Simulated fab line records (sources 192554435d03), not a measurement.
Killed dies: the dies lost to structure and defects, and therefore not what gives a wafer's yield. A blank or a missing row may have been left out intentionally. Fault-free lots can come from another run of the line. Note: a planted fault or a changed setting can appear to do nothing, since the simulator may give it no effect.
One fault through the eyes of 3 desks :: flow n5-finfet :: each desk holds nothing but its own numbers, with what lay behind them at the end

DESK OF THE TOOL OWNER: rie-diel-01
The tool's own readings at N5_HKMG_FIN_ETCH_54 (etches SiARC in CF4, target depth 45.5 nm, time 75.8 s): means of the sampled wafers that have a number, for each lot that ran on this tool. Any lot whose mean is over 4 standard deviations away from the usual mean is out of limits and marked OUT; that distance is given in the brackets.
Columns: A = cf4-flow-sccm at N5_HKMG_FIN_ETCH_54, usual 100.0 sccm; B = drypump-motor-current-A at N5_HKMG_FIN_ETCH_54, usual 5.7 A; C = etch-rf-on-time-s at N5_HKMG_FIN_ETCH_54, usual 75.4 s; D = oes-product-au at N5_HKMG_FIN_ETCH_54, usual 0.67 a.u.; E = rf-vpp-V at N5_HKMG_FIN_ETCH_54, usual 184.0 V; F = showerhead-plenum-p-Torr at N5_HKMG_FIN_ETCH_54, usual 2.14 Torr; G = throttle-valve-pct at N5_HKMG_FIN_ETCH_54, usual 15.65 %
lot: L192
first seen here: day 5 05:25
A: 100.0
B: 5.3
C: 75.4
D: 0.73
E: 184.5
F: 2.15
G: 15.47

lot: L193
first seen here: day 5 11:53
A: 100.0
B: 5.2
C: 75.9
D: 0.73
E: 183.3
F: 2.11
G: 15.50

lot: L194
first seen here: day 5 13:06
A: 100.0
B: 5.6
C: 76.1
D: 0.71
E: 183.2
F: 2.15
G: 15.35

lot: L195
first seen here: day 5 18:09
A: 130.4 (+99 or more) OUT
B: 5.6
C: 73.1
D: 0.75
E: 185.2
F: 2.38 (+4.7) OUT
G: 16.53

lot: L197
first seen here: day 6 06:41
A: 129.9 (+99 or more) OUT
B: 5.5
C: 74.1
D: 0.71
E: 184.2
F: 2.31
G: 16.56

lot: L208
first seen here: day 8 22:46
A: 99.9
B: 5.5
C: 76.4
D: 0.69
E: 183.3
F: 2.14
G: 15.44

lot: L211
first seen here: day 9 20:01
A: 100.0
B: 5.7
C: 76.6
D: 0.69
E: 184.3
F: 2.17
G: 15.41
This desk's verdict: out of limits on L195, L197, starting with L195 at day 5 18:09 (cf4-flow-sccm at N5_HKMG_FIN_ETCH_54). L192, L193, L194, L208, L211: within limits.

AT THE METROLOGY DESK
Lot by lot, what the gauges showed, no matter which tool ran the lot: averages of those sampled wafers that carry a number. Any lot whose mean is over 4 standard deviations away from the usual mean is out of limits and marked OUT; that distance is given in the brackets. Only the readings that lie furthest out on some lot appear, 7 of the 10 it has.
Columns: A = DIBL_N at N5_BEOL_M4_RC_MEAS_101, usual 36.4 mV/V; B = DIBL_P at N5_BEOL_M4_RC_MEAS_101, usual 36.4 mV/V; C = IOFF_N at N5_BEOL_M4_RC_MEAS_101, usual 0.16 nA/um; D = IOFF_P at N5_BEOL_M4_RC_MEAS_101, usual 0.21 nA/um; E = ION_N at N5_BEOL_M4_RC_MEAS_101, usual 680 uA/um; F = SS_N at N5_BEOL_M4_RC_MEAS_101, usual 71.5 mV/dec; G = VT_N at N5_BEOL_M4_RC_MEAS_101, usual 249 mV
lot: L193
first seen here: day 9 17:30
A: 36.7
B: 37.3
C: 0.16
D: 0.20
E: 674
F: 71.5
G: 251

lot: L192
first seen here: day 9 21:58
A: 35.4
B: 37.2
C: 0.16
D: 0.19
E: 673
F: 71.7
G: 250

lot: L194
first seen here: day 9 22:27
A: 35.5
B: 34.5
C: 0.14
D: 0.21
E: 681
F: 71.6
G: 252

lot: L195
first seen here: day 10 00:14
A: 35.3
B: 36.3
C: 0.17
D: 0.21
E: 678
F: 71.7
G: 248

lot: L197
first seen here: day 10 02:14
A: 38.3
B: 39.3
C: 0.19
D: 0.24
E: 693
F: 71.9
G: 248

lot: L200
first seen here: day 11 07:11
A: 35.8
B: 34.6
C: 0.15
D: 0.19
E: 679
F: 71.3
G: 248

lot: L209
first seen here: day 13 05:23
A: 39.6
B: 40.3
C: 0.25
D: 0.28
E: 702
F: 72.4
G: 242

lot: L208
first seen here: day 13 14:23
A: 35.8
B: 36.8
C: 0.18
D: 0.20
E: 685
F: 71.6
G: 246

lot: L211
first seen here: day 13 21:46
A: 36.4
B: 36.4
C: 0.16
D: 0.23
E: 678
F: 71.7
G: 249
This desk found nothing out of limits on any of the 9 lots.

THE DEFECT DESK
Counts from the inspections along the route, per lot, as means over the sampled wafers that have a number. Any lot whose mean is over 4 standard deviations away from the usual mean is out of limits and marked OUT; that distance is given in the brackets.
Columns: A = raw-defect-count at N5_DUMMY_REMOVAL_INSPECT_06, usual 13
lot: L192
first seen here: day 5 03:59
A: 21

lot: L193
first seen here: day 5 10:35
A: 8

lot: L194
first seen here: day 5 11:41
A: 11

lot: L195
first seen here: day 5 16:50
A: 10

lot: L197
first seen here: day 6 05:11
A: 14

lot: L200
first seen here: day 6 22:59
A: 11

lot: L208
first seen here: day 8 21:23
A: 8

lot: L209
first seen here: day 9 08:01
A: 13

lot: L211
first seen here: day 9 18:29
A: 12
This desk found nothing out of limits on any of the 9 lots.

BROUGHT TOGETHER
The tool owner's desk could have raised an alarm at day 5 18:09, on L195, L197.
Nothing out of limits was seen by the metrology desk.
Nothing out of limits was seen by the defect desk.
The metrology desk has L195, L197 on record, within its limits.
The defect desk has L195, L197 on record, within its limits.
On rie-diel-01, each named lot ran N5_HKMG_FIN_ETCH_54.

WHAT THE SIMULATOR PUT IN
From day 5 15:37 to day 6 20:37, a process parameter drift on rie-diel-01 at N5_HKMG_FIN_ETCH_54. Setting cf4-flow-sccm shifted by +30 from 100. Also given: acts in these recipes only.
Struck lots among those shown: L195, L197.
Hours from the fault's start to each desk's first reading out of limits: the tool owner's desk, 3.
